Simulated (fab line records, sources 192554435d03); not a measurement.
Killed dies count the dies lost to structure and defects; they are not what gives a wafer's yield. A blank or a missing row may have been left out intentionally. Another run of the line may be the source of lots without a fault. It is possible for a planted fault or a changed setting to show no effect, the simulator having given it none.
Struck lot and sound lot, side by side | flow n5 finfet | 15 steps out of a route of 1938
Sound: the wafers L124.1, L124.5, L124.6. Wafers struck: L133.2, L133.3, L133.5. Last of all comes the cause.
At each step with rows: each side's tool, then ch and its chambers, then its first start. Under that, the readings that differ: sound wafers | struck wafers | difference of the means | sigmas: that difference in standard deviations of wafers without a fault.
alike: readings whose means differ by less than 2 such deviations, and words and numbers that are the same on both sides. not compared: withheld readings, readings that some wafer has no value for, bounds like >300 that may hide the same value, and numbers for which the record gives no deviation and whose values overlap.
The two part at a step that has a row with sigmas, a row that says differs or no value, or rows on one side only. Numbers that don't overlap but have no deviation are shown without sigmas and don't part them. A reading that every wafer of one side lacks parts them only if that side has two wafers or more.

first, 7 steps without rows for these wafers: N5_MIM_BOT_LITHO_COAT_02; N5_MIM_BOT_LITHO_EBR_04; N5_MIM_BOT_LITHO_SOFTBAKE_03 (time 90 s); N5_MIM_BOT_LITHO_EXPOSE_05 (exposes mask MIM BOT); N5_MIM_BOT_LITHO_PEB_06; N5_MIM_BOT_LITHO_DEVELOP_07 (develop time 60 s); N5_MIM_BOT_LITHO_HARDBAKE_09 (time 120 s).
N5_MIM_BOT_LITHO_CD_MEAS_08 targets a cd of 3000 nm.
  sound on cd sem-01 ch 0, day 14 02:52; struck on cd sem-03 ch 0, day 16 22:42
  alike: cd nm
N5_MIM_BOT_LITHO_OVL_MEAS_11:
  sound on overlay-01 ch 0, day 14 02:54; struck on overlay-01 ch 0, day 16 22:44
  alike: MIM_BOT_OVL
N5_MIM_BOT_LITHO_INSPECT_12: inspects for defects (macro).
  sound: defect inspect-02 at day 14 02:55; struck: defect inspect-02 at day 16 22:45
  alike: raw defect count
N5_MIM_BOT_LITHO_DESCUM_10: chemistry O2, time 7.9 s.
  sound on rie diel-04 ch 0,1,3, day 14 03:01; struck on rie diel-04 ch 0,2,3, day 16 22:47
  alike: chamber pressure mTorr, drypump motor current A, oes product au, rf vpp V, showerhead plenum p Torr, throttle valve pct
  not compared: rf hours counter h
N5_MIM_BOT_ETCH_ETCH_04: etches SiNx in CF4/O2, target depth 26 nm, time 13 s.
  sound on rie diel-04 ch 0,1,3, day 14 03:05; struck on rie diel-04 ch 0,2,3, day 16 22:51
  alike: bias w, chamber pressure mTorr, drypump motor current A, oes_o_777_au, oes product au, rf vpp V, showerhead plenum p Torr, throttle valve pct
  not compared: rf hours counter h
N5_MIM_BOT_ETCH_ETCH_03: etches the open film in Cl2/BCl3, target depth 12 nm.
  sound on rie metal-01 ch 0,1, day 14 03:11; struck on rie metal-02 ch 0,1, day 16 22:56
  reading    | sound              | struck            | difference | sigmas
  bias w (W) | 99.57 100.12 99.67 | 93.75 93.69 93.38 | -6.18      | -21
  alike: chamber pressure mTorr, drypump motor current A, oes product au, throttle valve pct
  not compared: rf hours counter h
N5_MIM_BOT_ETCH_ETCH_00: etches TiN in Cl2/BCl3, target depth 45.5 nm.
  sound on rie metal-01 ch 0,1, day 14 03:16; struck on rie metal-02 ch 0,1, day 16 23:02
  alike: bias w, chamber pressure mTorr, drypump motor current A, oes product au, throttle valve pct
  not compared: rf hours counter h
N5_PASSIVATION_PROBE_49:
  the record has rows for the struck wafers here (prober-02, day 17 07:52) and none for the sound ones

## WHERE THEY PART
First at N5_MIM_BOT_ETCH_ETCH_03; last, within this record, at N5_PASSIVATION_PROBE_49.

WHY: what had been put in by the simulator
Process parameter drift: rie metal-02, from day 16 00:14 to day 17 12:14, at N5_MIM_BOT_ETCH_ETCH_03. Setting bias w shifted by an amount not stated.
